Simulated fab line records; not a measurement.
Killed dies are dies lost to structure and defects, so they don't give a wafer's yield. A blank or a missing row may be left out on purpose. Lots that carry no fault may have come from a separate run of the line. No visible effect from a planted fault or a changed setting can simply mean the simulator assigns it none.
fab line records ; flow n5-finfet
record lots=5; wafers=15; last-day=15
route steps=1938 shown SDB@356 BEOL_M4@1111 PASSIVATION@1936
lots with no fault: from the same line, run without faults
start-h: start of the lot's first displayed wafer, in hours after the record's first day ; wait-h: hours from the lot's prior step to this one ; " same as the row above ; L1.1+2: one row covering several wafers at once ; - no value, or no start given ; * or withheld: withheld ; < > ~ a bound
route shown NAME@n: names a module that has steps shown in the file, with the first one's number in the route ; usual: mean/standard deviation taken from wafers without a fault ; same: alike in all rows ; chamber/n: place in a boat ; sites: the reading at each site ; _std_site: standard deviation of those values ; _edge_site: outer sites' mean less inner sites' ; radius-mm: how far each site lies from the wafer's centre ; mask NAME#n: copy n ; behind: the tool/chamber that last shaped the wafer ; hold: reason for holding the lot/hours on hold/outcome of the hold ; device: transistor that didn't switch, given as n, p or np ; end of line: the same wafers' tests at the end of the route ; step lacking rows: just its recipe ; killed: dies lost to structure and defects at the first sort, not the wafer's yield ; map: a wafer's dies, x killed, . not, _ none there
set.NAME: the run value of the setting; set.NAME@STEP: its run value at that earlier step ; model.NAME: the simulator's own value behind a step, which no gauge read
lots at some steps of the route; a table a step, a row a wafer
services: when a tool's chamber went out of use (start-h, in hours from the record's first day, below 0 if earlier), for how many hours, and the reason
## steps
# step N5_SDB_CD_MEAS_11
# recipe target-cd-nm=50; landing-energy-ev=500; detector=se-inlens; polarity=opening
# usual cd-nm=49.7/0.9
lot.wafer;tool;chamber;start-h;wait-h;cd-nm
L828.1;cd-sem-03;0;63.38;-;49.2
L828.2;cd-sem-03;0;63.38;-;50.3
L828.6;cd-sem-03;0;63.38;-;49.6
L831.1;cd-sem-03;0;83.53;-;51.8
L831.3;cd-sem-03;0;83.53;-;50.9
L831.6;cd-sem-03;0;83.53;-;51.7
L834.3;cd-sem-01;0;105.14;-;50.2
L834.4;cd-sem-01;0;105.14;-;51.6
L834.6;cd-sem-01;0;105.14;-;50.3
L840.1;cd-sem-03;0;139.11;-;48.0
L840.2;cd-sem-03;0;139.11;-;49.5
L840.3;cd-sem-03;0;139.11;-;49.7
L844.1;cd-sem-01;0;162.95;-;47.6
L844.4;cd-sem-01;0;162.95;-;48.1
L844.6;cd-sem-01;0;162.95;-;49.4
# step N5_SDB_OVL_MEAS_12
# recipe points-per-wafer=44
# usual SDB_OVL=-0.4/0.69
lot.wafer;tool;chamber;start-h;wait-h;SDB_OVL[nm]
L828.1;overlay-02;0;63.41;0.0;-0.3
L828.2;overlay-02;0;63.41;0.0;0.0
L828.6;overlay-02;0;63.41;0.0;-0.7
L831.1;overlay-01;0;83.56;0.0;0.5
L831.3;overlay-01;0;83.56;0.0;0.1
L831.6;overlay-01;0;83.56;0.0;0.2
L834.3;overlay-02;0;105.17;0.0;-2.0
L834.4;overlay-02;0;105.17;0.0;-1.1
L834.6;overlay-02;0;105.17;0.0;-1.5
L840.1;overlay-01;0;139.14;0.0;-0.1
L840.2;overlay-01;0;139.14;0.0;-1.2
L840.3;overlay-01;0;139.14;0.0;0.5
L844.1;overlay-01;0;162.98;0.0;-0.3
L844.4;overlay-01;0;162.98;0.0;-1.2
L844.6;overlay-01;0;162.98;0.0;-1.1
# step N5_SDB_INSPECT_13
# recipe mode=adi; inspect-instrument=brightfield
# usual raw-defect-count=68/29
lot.wafer;tool;chamber;start-h;wait-h;raw-defect-count
L828.1;defect-inspect-01;-;63.43;0.0;67
L828.2;defect-inspect-01;-;63.43;0.0;60
L828.6;defect-inspect-01;-;63.43;0.0;124
L831.1;defect-inspect-01;-;83.58;0.0;32
L831.3;defect-inspect-01;-;83.58;0.0;50
L831.6;defect-inspect-01;-;83.58;0.0;62
L834.3;defect-inspect-01;-;105.19;0.0;84
L834.4;defect-inspect-01;-;105.19;0.0;46
L834.6;defect-inspect-01;-;105.19;0.0;70
L840.1;defect-inspect-02;-;139.16;0.0;59
L840.2;defect-inspect-02;-;139.16;0.0;69
L840.3;defect-inspect-02;-;139.16;0.0;51
L844.1;defect-inspect-02;-;163.00;0.0;37
L844.4;defect-inspect-02;-;163.00;0.0;124
L844.6;defect-inspect-02;-;163.00;0.0;97
# step N5_SDB_DESCUM_16
# recipe chemistry=O2; time-s=7.9; source-power-w=50; bias-power-w=20; pressure-mtorr=20; rf-frequency-hz=2.712e+07; temp-c=40; resist=CAR-ArF; o2-flow-sccm=225
# step N5_SDB_ETCH_17
# recipe chemistry=CF4; target=SiARC; target-depth-a=234; mask-material=CAR-ArF; time-s=39; ion-energy-ev=80; pressure-mtorr=40; source-w=545; bias-w=36; Ar_flow_sccm=100; cf4-flow-sccm=100; ends=cleared
# usual chamber-pressure-mTorr=40.00/0.039; drypump-motor-current-A=6.0/0.47; etch-rf-on-time-s=39.3/0.5; oes-product-au=0.66/0.062; rf-vpp-V=184.2/1; showerhead-plenum-p-Torr=2.16/0.064; throttle-valve-pct=15.59/0.16
lot.wafer;tool;chamber;start-h;wait-h;chamber-pressure-mTorr;drypump-motor-current-A;etch-rf-on-time-s;oes-product-au;rf-hours-counter-h;rf-vpp-V;showerhead-plenum-p-Torr;throttle-valve-pct
L828.1;rie-diel-01;3;63.67;0.0;39.94;5.1;38.9;0.62;193;183.8;2.04;15.63
L828.2;rie-diel-01;1;63.67;0.0;39.97;6.6;38.9;0.78;31;185.3;2.19;15.81
L828.6;rie-diel-01;2;63.67;0.0;40.02;6.6;39.2;0.62;-;183.0;2.14;15.64
L831.1;rie-diel-04;3;83.65;0.0;40.04;5.7;39.1;0.64;156;184.9;2.22;15.36
L831.3;rie-diel-04;2;83.65;0.0;40.03;5.8;39.2;0.60;211;184.6;2.21;15.45
L831.6;rie-diel-04;1;83.65;0.0;39.98;5.7;38.2;0.71;-;184.7;2.16;15.75
L834.3;rie-diel-04;1;105.99;0.0;39.92;5.7;38.3;0.69;100;184.7;2.15;15.78
L834.4;rie-diel-04;0;105.99;0.0;40.02;6.6;39.2;0.62;197;182.7;2.04;15.44
L834.6;rie-diel-04;0;105.99;0.0;40.01;6.7;39.6;0.62;-;183.9;2.04;15.44
L840.1;rie-diel-05;3;139.69;0.0;39.99;5.5;38.6;0.68;111;184.3;2.25;15.68
L840.2;rie-diel-05;0;139.69;0.0;39.99;5.6;40.0;0.71;71;182.8;2.08;15.42
L840.3;rie-diel-05;2;139.69;0.0;40.00;6.6;39.0;0.68;130;183.8;2.15;15.60
L844.1;rie-diel-05;2;163.07;0.0;39.95;6.6;39.0;0.67;139;183.3;2.15;15.61
L844.4;rie-diel-05;0;163.07;0.0;40.03;5.6;39.7;0.70;81;183.4;2.08;15.45
L844.6;rie-diel-05;1;163.07;0.0;40.06;6.2;39.6;0.58;-;183.7;2.20;15.76
# step N5_SDB_ETCH_18
# recipe chemistry=N2/H2; target=SOC; target-depth-a=1000; overetch-a=200; mask-material=SiARC; temp-c=40; time-s=150; ion-energy-ev=200; pressure-mtorr=30; source-w=840; bias-w=150; n2-flow-sccm=200; h2-flow-sccm=200
# usual chamber-pressure-mTorr=30.00/0.032; drypump-motor-current-A=6.0/0.47; oes-product-au=0.69/0.063; rf-vpp-V=524.4/2.4; showerhead-plenum-p-Torr=2.56/0.079; throttle-valve-pct=17.74/0.2
lot.wafer;tool;chamber;start-h;wait-h;chamber-pressure-mTorr;drypump-motor-current-A;oes-product-au;rf-hours-counter-h;rf-vpp-V;showerhead-plenum-p-Torr;throttle-valve-pct
L828.1;rie-diel-01;3;63.71;0.0;30.00;5.1;0.66;193;519.8;2.42;17.75
L828.2;rie-diel-01;1;63.71;0.0;30.02;6.7;0.82;31;524.3;2.59;18.16
L828.6;rie-diel-01;2;63.71;0.0;30.03;6.6;0.65;-;523.4;2.53;17.74
L831.1;rie-diel-04;3;83.69;0.0;30.01;5.6;0.68;156;525.0;2.64;17.51
L831.3;rie-diel-04;2;83.69;0.0;29.97;5.7;0.63;211;525.4;2.62;17.62
L831.6;rie-diel-04;1;83.69;0.0;30.01;5.7;0.73;-;526.6;2.57;18.06
L834.3;rie-diel-04;1;106.02;0.0;29.99;5.7;0.72;100;524.9;2.56;18.07
L834.4;rie-diel-04;0;106.02;0.0;29.98;6.6;0.65;197;521.3;2.42;17.60
L834.6;rie-diel-04;0;106.02;0.0;29.96;6.6;0.65;-;519.6;2.42;17.62
L840.1;rie-diel-05;3;139.72;0.0;29.86;5.5;0.71;111;527.4;2.67;17.77
L840.2;rie-diel-05;0;139.72;0.0;30.01;5.6;0.75;71;521.7;2.46;17.48
L840.3;rie-diel-05;2;139.72;0.0;29.99;6.6;0.72;130;525.3;2.56;17.73
L844.1;rie-diel-05;2;163.11;0.0;30.00;6.6;0.71;139;525.1;2.55;17.76
L844.4;rie-diel-05;0;163.11;0.0;30.02;5.6;0.74;81;522.3;2.46;17.53
L844.6;rie-diel-05;1;163.11;0.0;30.00;6.3;0.62;-;525.9;2.61;17.84
# step N5_SDB_STRIP_19
# recipe chemistry=N2/H2; temp-c=40; n2-flow-sccm=200; h2-flow-sccm=200; rf-frequency-hz=6e+07
# step N5_SDB_STRIP_21
# recipe chemistry=CF4; resist=SiARC; power-w=300; bias-power-w=75; pressure-mtorr=50; cf4-flow-sccm=150; rf-frequency-hz=6e+07
# usual bias-power-w=74.97/0.23; chamber-pressure-mTorr=49.99/0.047; drypump-motor-current-A=6.0/0.47; oes-product-au=0.77/0.07; rf-vpp-V=271.6/1.5; showerhead-plenum-p-Torr=1.81/0.051; throttle-valve-pct=13.57/0.15
lot.wafer;tool;chamber;start-h;wait-h;bias-power-w;chamber-pressure-mTorr;drypump-motor-current-A;oes-product-au;rf-hours-counter-h;rf-vpp-V;showerhead-plenum-p-Torr;throttle-valve-pct
L828.1;rie-diel-01;3;63.85;0.0;75.28;49.96;5.1;0.73;194;270.5;1.71;13.63
L828.2;rie-diel-01;1;63.85;0.0;75.38;50.03;6.5;0.91;31;272.5;1.83;13.70
L828.6;rie-diel-01;2;63.85;0.0;74.98;49.98;6.6;0.72;-;271.9;1.80;13.63
L831.1;rie-diel-04;3;83.83;0.0;74.48;50.03;5.6;0.74;157;274.0;1.85;13.32
L831.3;rie-diel-04;2;83.83;0.0;75.14;49.95;5.7;0.70;211;272.2;1.85;13.48
L831.6;rie-diel-04;1;83.83;0.0;74.95;49.91;5.7;0.81;-;271.2;1.81;13.71
L834.3;rie-diel-04;1;106.16;0.0;75.23;50.03;5.7;0.80;100;272.2;1.81;13.73
L834.4;rie-diel-04;0;106.16;0.0;74.67;50.05;6.6;0.71;197;267.7;1.72;13.47
L834.6;rie-diel-04;0;106.16;0.0;74.67;50.00;6.6;0.71;-;267.9;1.72;13.47
L840.1;rie-diel-05;3;139.86;0.0;74.66;49.91;5.5;0.79;111;274.0;1.88;13.63
L840.2;rie-diel-05;0;139.86;0.0;74.82;49.95;5.6;0.83;71;270.0;1.75;13.41
L840.3;rie-diel-05;2;139.86;0.0;74.99;49.98;6.6;0.78;130;272.5;1.80;13.57
L844.1;rie-diel-05;2;163.24;0.0;74.92;50.12;6.6;0.78;139;271.3;1.79;13.61
L844.4;rie-diel-05;0;163.24;0.0;74.94;49.98;5.6;0.83;81;268.4;1.75;13.45
L844.6;rie-diel-05;1;163.24;0.0;75.04;49.98;6.3;0.68;-;271.1;1.84;13.75
# step N5_SDB_HM_OPEN_20
# recipe chemistry=CH3F/O2; target=SiNx; mask-material=SOC; target-depth-a=240; stop-on=poly-Si; over-etch-frac=0.4; ion-energy-ev=120; pressure-mtorr=30; source-w=395; bias-w=73; Ar_flow_sccm=150; CH3F_flow_sccm=30; O2_flow_sccm=20
# usual chamber-pressure-mTorr=30.003/0.026; drypump-motor-current-A=6.0/0.47; oes-product-au=0.64/0.056; rf-vpp-V=297.9/2.6; showerhead-plenum-p-Torr=2.02/0.065; throttle-valve-pct=16.32/0.16
# same over-etch-frac=0.4
lot.wafer;tool;chamber;start-h;wait-h;chamber-pressure-mTorr;drypump-motor-current-A;oes-product-au;rf-hours-counter-h;rf-vpp-V;showerhead-plenum-p-Torr;throttle-valve-pct
L828.1;rie-diel-01;3;63.87;0.0;29.959;5.2;0.61;194;294.2;1.91;16.39
L828.2;rie-diel-01;1;63.87;0.0;29.992;6.7;0.74;31;299.6;2.05;16.56
L828.6;rie-diel-01;2;63.87;0.0;29.985;6.6;0.60;-;299.3;2.00;16.33
L831.1;rie-diel-04;3;83.85;0.0;29.985;5.6;0.62;157;298.4;2.09;16.13
L831.3;rie-diel-04;2;83.85;0.0;30.015;5.7;0.57;211;294.8;2.06;16.12
L831.6;rie-diel-04;1;83.85;0.0;30.018;5.7;0.68;-;298.5;2.01;16.47
L834.3;rie-diel-04;1;106.18;0.0;30.013;5.7;0.66;100;299.3;2.01;16.50
L834.4;rie-diel-04;0;106.18;0.0;29.996;6.6;0.59;197;296.9;1.90;16.13
L834.6;rie-diel-04;0;106.18;0.0;30.020;6.6;0.59;-;296.9;1.90;16.14
L840.1;rie-diel-05;3;139.88;0.0;30.013;5.5;0.66;111;296.8;2.11;16.44
L840.2;rie-diel-05;0;139.88;0.0;30.001;5.6;0.68;71;299.7;1.94;16.14
L840.3;rie-diel-05;2;139.88;0.0;30.021;6.6;0.65;130;295.7;2.01;16.34
L844.1;rie-diel-05;2;163.26;0.0;29.948;6.6;0.64;139;296.4;2.01;16.35
L844.4;rie-diel-05;0;163.26;0.0;30.022;5.6;0.70;81;298.8;1.94;16.18
L844.6;rie-diel-05;1;163.26;0.0;29.983;6.3;0.57;-;303.1;2.06;16.49
# step N5_SDB_STRIP_22
# recipe chemistry=N2/H2; power-w=1000; temp-c=250; h2-frac=0.65; overash-fraction=0.3; pressure-mtorr=withheld; n2-flow-sccm=1750; h2-flow-sccm=3250
# step N5_SDB_PRECLEAN_23
# recipe chemistry=dHF; time-s=30; temp-c=25; dilution=withheld
# step N5_SDB_DUMMY_REMOVE_24
# recipe chemistry=TMAH; temp-c=70; target=poly-Si; stop-on=SiO2; target-depth-nm=142; conc-wt-pct=5; time-s=57; dry=ipa-marangoni; rinse-time-s=30; rinse-temp-c=23
# step N5_SDB_ETCH_25
# recipe chemistry=C4F6/O2; target=SiO2; target-depth-a=100; time-s=3.3; ion-energy-ev=250; mask-material=SiNx; pressure-mtorr=30; source-w=345; bias-w=185; Ar_flow_sccm=300; C4F6_flow_sccm=10; O2_flow_sccm=10
# usual chamber-pressure-mTorr=29.997/0.029; drypump-motor-current-A=5.9/0.49; oes-product-au=0.78/0.068; rf-vpp-V=667/5.7; showerhead-plenum-p-Torr=2.87/0.089; throttle-valve-pct=21.16/0.2
lot.wafer;tool;chamber;start-h;wait-h;chamber-pressure-mTorr;drypump-motor-current-A;oes-product-au;rf-hours-counter-h;rf-vpp-V;showerhead-plenum-p-Torr;throttle-valve-pct;model.etch.depth-nm
L828.1;rie-diel-05;3;64.30;0.2;30.003;5.5;0.83;80;665;3.01;21.26;10.03
L828.2;rie-diel-05;0;64.30;0.2;29.972;5.6;0.88;42;669;2.78;20.92;9.973
L828.6;rie-diel-05;3;64.30;0.2;30.002;5.6;0.83;-;667;3.01;21.26;10.06
L831.1;rie-diel-05;2;84.15;0.0;29.961;6.6;0.80;106;662;2.87;21.11;9.855
L831.3;rie-diel-05;3;84.15;0.0;29.989;5.5;0.82;86;667;3.01;21.27;9.957
L831.6;rie-diel-05;0;84.15;0.0;30.014;5.6;0.86;-;671;2.78;20.93;9.831
L834.3;rie-diel-04;3;107.09;0.6;30.023;5.7;0.75;165;667;2.97;20.94;9.996
L834.4;rie-diel-04;1;107.09;0.6;30.033;5.7;0.81;100;668;2.86;21.38;10.15
L834.6;rie-diel-04;1;107.09;0.6;29.968;5.8;0.81;-;667;2.86;21.37;10.08
L840.1;rie-diel-05;0;140.53;0.4;29.989;5.6;1.05;72;670;2.77;21.14;13.82
L840.2;rie-diel-05;2;140.53;0.4;30.059;6.6;0.98;130;664;2.86;21.29;13.67
L840.3;rie-diel-05;1;140.53;0.4;30.034;6.3;0.69;239;679;2.93;21.24;9.959
L844.1;rie-diel-01;0;163.90;0.4;29.970;5.5;0.88;53;668;2.90;21.51;9.955
L844.4;rie-diel-01;1;163.90;0.4;29.954;6.6;0.86;58;670;2.90;21.55;10
L844.6;rie-diel-01;3;163.90;0.4;30.002;5.1;0.71;-;657;2.71;21.22;9.862
# step N5_SDB_CUT_ETCH_26
# recipe chemistry=HBr/Cl2/O2; target=Si; target-depth-a=1296; bt-time-s=20; mask-material=SiNx; time-s=51.8; ion-energy-ev=*; bias-w=*; pressure-mtorr=10; icp-w=800; HBr_flow_sccm=150; Cl2_flow_sccm=80; O2_flow_sccm=12
# usual chamber-pressure-mTorr=10.000/0.0096; drypump-motor-current-A=5.9/0.42; he-backside-leak-sccm=2.9/0.42; oes-product-au=0.998/0.012; throttle-valve-pct=37.14/0.27
lot.wafer;tool;chamber;start-h;wait-h;chamber-pressure-mTorr;drypump-motor-current-A;he-backside-leak-sccm;oes-product-au;rf-hours-counter-h;throttle-valve-pct
L828.1;rie-si-02;0;64.38;0.1;10.001;5.3;2.5;0.978;108;36.96
L828.2;rie-si-02;3;64.38;0.1;9.992;5.6;2.4;1.008;8;37.29
L828.6;rie-si-02;3;64.38;0.1;10.004;5.6;2.5;1.016;-;37.28
L831.1;rie-si-03;3;84.23;0.1;10.008;5.7;2.9;1.008;38;36.58
L831.3;rie-si-03;2;84.23;0.1;10.009;5.7;2.9;0.990;66;37.43
L831.6;rie-si-03;1;84.23;0.1;10.005;6.7;3.0;0.991;-;37.24
L834.3;rie-si-03;3;107.17;0.1;9.989;5.7;2.8;1.007;38;36.59
L834.4;rie-si-03;2;107.17;0.1;10.004;5.6;2.9;0.979;66;37.42
L834.6;rie-si-03;1;107.17;0.1;9.989;6.7;3.0;0.991;-;37.24
L840.1;rie-si-04;2;140.62;0.1;9.988;6.2;2.7;1.006;117;36.90
L840.2;rie-si-04;0;140.62;0.1;9.994;6.3;3.1;1.010;87;36.88
L840.3;rie-si-04;3;140.62;0.1;9.988;6.1;2.3;1.006;38;37.19
L844.1;rie-si-03;2;163.98;0.1;10.008;5.7;3.0;0.980;67;37.42
L844.4;rie-si-03;1;163.98;0.1;9.996;6.7;3.1;0.995;3;37.24
L844.6;rie-si-03;3;163.98;0.1;10.003;5.6;3.0;1.001;-;36.60
# step N5_BEOL_M4_RC_MEAS_101
# usual DIBL_N=36.3/1.2; DIBL_P=36.1/1.6; IOFF_N=0.161/0.023; IOFF_P=0.209/0.027; ION_N=676/8.9; ION_P=462/5.3; SS_N=71.5/0.51; SS_P=73.2/0.5; VT_N=249.1/2.5; VT_P=-249.9/2.8
lot.wafer;tool;chamber;start-h;wait-h;DIBL_N[mV/V];DIBL_P[mV/V];IOFF_N[nA/um];IOFF_P[nA/um];ION_N[uA/um];ION_P[uA/um];SS_N[mV/dec];SS_P[mV/dec];VT_N[mV];VT_P[mV]
L828.1;prober-02;0;156.02;0.0;34.5;33.8;0.116;0.162;665;458;71.2;72.8;252.8;-255.1
L828.2;prober-02;0;156.02;0.0;35.6;35.4;0.142;0.182;680;462;70.8;73.0;247.7;-252.4
L828.6;prober-02;0;156.02;0.0;34.6;34.3;0.120;0.172;656;454;71.3;72.7;252.5;-253.0
L831.1;prober-02;0;182.03;0.0;35.4;34.6;0.138;0.187;670;460;71.3;72.8;252.4;-251.8
L831.3;prober-02;0;182.03;0.0;34.7;33.9;0.127;0.180;667;457;71.2;72.4;254.7;-250.7
L831.6;prober-02;0;182.03;0.0;35.0;34.1;0.129;0.174;673;462;70.6;72.8;253.5;-251.3
L834.3;prober-02;0;204.96;0.3;36.2;36.6;0.165;0.220;679;465;71.8;72.8;248.8;-249.8
L834.4;prober-02;0;204.96;0.3;34.9;35.5;0.151;0.207;682;464;71.8;73.6;249.9;-249.1
L834.6;prober-02;0;204.96;0.3;36.3;36.9;0.170;0.227;682;470;71.9;72.8;249.5;-247.8
L840.1;prober-02;0;246.32;0.0;37.5;36.2;0.169;0.252;674;463;71.9;73.3;247.4;-244.1
L840.2;prober-02;0;246.32;0.0;35.9;35.7;0.154;0.234;683;476;71.2;73.4;247.7;-246.4
L840.3;prober-02;0;246.32;0.0;34.5;32.5;0.121;0.199;664;466;70.4;72.5;255.4;-246.6
L844.1;prober-01;0;256.56;0.0;38.4;36.6;0.189;0.214;680;463;71.4;73.3;246.8;-251.5
L844.4;prober-01;0;256.56;0.0;37.1;35.1;0.146;0.190;663;459;71.3;73.0;252.3;-252.8
L844.6;prober-01;0;256.56;0.0;37.0;35.6;0.159;0.202;673;458;71.1;72.6;248.4;-249.5
# step N5_PASSIVATION_PROBE_49
# usual defect-limited-yield=91.3/1.5; killed_at_M0_to_M3=35/10; killed_at_M4_up=13/5.3; killed-at-contacts=12/5.7; killed-at-front-end=39/11; killed-at-other=3.3/2.7; killed-dies=102/18; killed-open=67/13; killed-short=34/7.8; sort_bin_5_function=5.1/1; sort_bin_6_memory=3.3/0.68; sort-n-pass=1078/18; sort-yield-pct=91.3/1.5
# same gross-dies=1180; killed-at-back-side=0; sort_bin_4_leakage[%]=0; sort_bin_8_speed[%]=0
lot.wafer;tool;chamber;start-h;wait-h;defect-limited-yield[%];killed_at_M0_to_M3;killed_at_M4_up;killed-at-contacts;killed-at-front-end;killed-at-other;killed-dies;killed-open;killed-short;sort_bin_5_function[%];sort_bin_6_memory[%];sort-n-pass;sort-yield-pct[%]
L831.1;prober-02;-;278.35;0.0;89.3;45;11;10;53;7;126;82;43;5.1;4.7;1054;89.3
L831.3;prober-02;-;278.45;0.1;90.6;44;24;9;29;5;111;76;33;5.5;3.5;1069;90.6
L831.6;prober-02;-;278.60;0.3;91.4;38;12;11;35;5;101;57;43;4.6;3.6;1079;91.4
L844.1;prober-02;-;358.48;0.0;90.8;40;11;12;41;5;109;72;37;5.3;3.6;1071;90.8
L844.4;prober-02;-;358.63;0.2;93.8;36;8;6;21;2;73;58;14;3.8;2.3;1107;93.8
L844.6;prober-02;-;358.73;0.3;90.3;45;11;6;49;3;114;72;42;5.0;4.1;1066;90.3
# killed by level:class
L831.1 STI_FIN_REVEAL:geometric-particle:open=24 BEOL_M0_SAQP:geometric-particle:open=16 BEOL_M0_SAQP:geometric-particle:short=15 MOL_CONTACT_COAG:geometric-particle:open=7 BEOL_M0:geometric-particle:open=7 FIN_SAQP:geometric-particle:short=6 FIN_SAQP:geometric-particle:open=5 GATE_CUT:geometric-particle:short=5
L831.3 BEOL_M2:geometric-particle:open=12 BEOL_M0_SAQP:geometric-particle:short=10 BEOL_M4:geometric-particle:open=9 MOL_CONTACT_COAG:geometric-particle:open=8 STI_FIN_REVEAL:geometric-particle:open=6 BEOL_M3:geometric-particle:open=6 FIN_SAQP:geometric-particle:open=5 FIN_SAQP:geometric-particle:short=5
L831.6 BEOL_M0_SAQP:geometric-particle:short=10 BEOL_M0_SAQP:geometric-particle:open=10 FIN_SAQP:geometric-particle:short=9 MOL_CONTACT_COAG:geometric-particle:open=9 FIN_SAQP:geometric-particle:open=8 STI_FIN_REVEAL:geometric-particle:open=6 BEOL_M4:geometric-particle:open=6 BEOL_M2:geometric-particle:open=6
L844.1 MOL_CONTACT_COAG:geometric-particle:open=9 BEOL_M3:geometric-particle:open=9 BEOL_M2:geometric-particle:open=8 GATE_CUT:geometric-particle:open=7 BEOL_M0_SAQP:geometric-particle:short=7 GATE_CUT:geometric-particle:short=6 BEOL_M4:geometric-particle:open=6 FIN_SAQP:geometric-particle:open=5
L844.4 BEOL_M1:geometric-particle:open=13 BEOL_M0_SAQP:geometric-particle:open=9 BEOL_M3:geometric-particle:open=7 STI_FIN_REVEAL:geometric-particle:open=6 BEOL_M4:geometric-particle:open=6 MOL_CONTACT_COAG:geometric-particle:open=4 GATE_CUT:geometric-particle:open=3 GATE_CUT:geometric-particle:short=3
L844.6 BEOL_M3:geometric-particle:open=15 GATE_CUT:geometric-particle:short=10 BEOL_M1:geometric-particle:open=7 GATE_CUT:geometric-particle:open=7 FIN_SAQP:geometric-particle:open=6 STI_FIN_REVEAL:geometric-particle:open=6 MOL_CONTACT_COAG:geometric-particle:open=5 BEOL_M0_SAQP:geometric-particle:open=5
## services
tool;chamber;start-h;hours;kind
rie-diel-04;0;40.18;2.6;repair
rie-si-03;-;63.10;0.3;repair
rie-si-03;-;75.64;0.5;repair
rie-diel-01;-;88.48;28.1;pm
rie-diel-04;-;101.30;0.5;repair
rie-si-04;2;102.60;31.7;repair
rie-si-02;1;115.06;2.8;repair
rie-si-02;2;118.44;7.4;repair
rie-diel-05;2;119.71;1.5;repair
rie-si-04;-;120.76;0.2;repair
rie-si-03;-;131.84;2.8;pm
rie-si-03;-;141.01;1.1;repair
rie-diel-04;1;160.26;9.4;repair
## key
first-sign step=N5_SDB_ETCH_25; reading=oes-product-au; direction=up; sigmas=3.4; usual=0.78; struck=1.01
effect none on later readings
model-effect step=N5_SDB_ETCH_25; value=etch.depth-nm; without=9.977; struck=13.75
met-at N5_SDB_ETCH_25
struck-wafers L840.1,L840.2
onset-between 84.15 140.53
fault kind=process-parameter-drift; tool=rie-diel-05; chamber=-; onset-h=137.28; steps=N5_SDB_ETCH_25; channel=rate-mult; offset=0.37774; shape=step; end-h=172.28; scope=struck-wafers-only
